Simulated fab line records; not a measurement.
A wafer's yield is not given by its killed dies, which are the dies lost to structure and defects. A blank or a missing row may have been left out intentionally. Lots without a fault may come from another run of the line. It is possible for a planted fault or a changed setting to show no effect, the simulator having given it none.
The tool behind it: which one?	flow n5_finfet	10 lots (30 wafers sampled), 1 step of a 1938-step route

== WHAT THE GAUGES READ, wafer by wafer ==
N5_MIM_BOT_LITHO_INSPECT_12: inspects for defects (macro).
lot	measured	on	raw_defect_count
L854	day 15 06:14	defect_inspect-02	1 2 1
L858	day 16 00:42	defect_inspect-02	3 2 1
L859	day 16 04:53	defect_inspect-01	1 1 2
L856	day 16 16:48	defect_inspect-01	4 0 1
L857	day 16 18:53	defect_inspect-02	2 3 3
L861	day 17 02:54	defect_inspect-02	0 4 3
L869	day 19 01:54	defect_inspect-01	1 2 4
L872	day 19 09:47	defect_inspect-02	2 2 4
L873	day 19 13:52	defect_inspect-01	0 3 3
L874	day 19 23:35	defect_inspect-01	2 4 3

== TOOL THAT RAN EACH LOT (tool first, then ch and the chambers of the sampled wafers, then the start) ==
The record holds no process step before these readings.

== WHAT THE TOOLS THEMSELVES READ (means of the sampled wafers that have a number; where no wafer has one, the mark that the record gives instead) ==
The record holds no such reading with a usual standard deviation.

== THE ANSWER, worked out from the rows above alone ==
Rule: the lots themselves supply what counts as usual. Put in order of their means at a reading, lots are off if they are a third of the lots or fewer, leave a main group of 4 or more, and stand apart from it by a gap of 3 or more times the standard deviation of the main group's means; of several such gaps the widest counts. A main group is skipped when, at the precision printed for the reading in the tables above, its means are all equal. A lot without any number at a reading at which 4 lots or more have one is off too. The other lots that the step has rows for count as sound. First the gauges in route order, then the tools' own readings, where a lot's mean is used as printed above. At the first step where some lot is off, the reading lying furthest off is the one used; lots without a number count as furthest.
Across all readings shown, no lot is off: no conclusion can be drawn from this.

== WHAT THE SIMULATOR PUT IN ==
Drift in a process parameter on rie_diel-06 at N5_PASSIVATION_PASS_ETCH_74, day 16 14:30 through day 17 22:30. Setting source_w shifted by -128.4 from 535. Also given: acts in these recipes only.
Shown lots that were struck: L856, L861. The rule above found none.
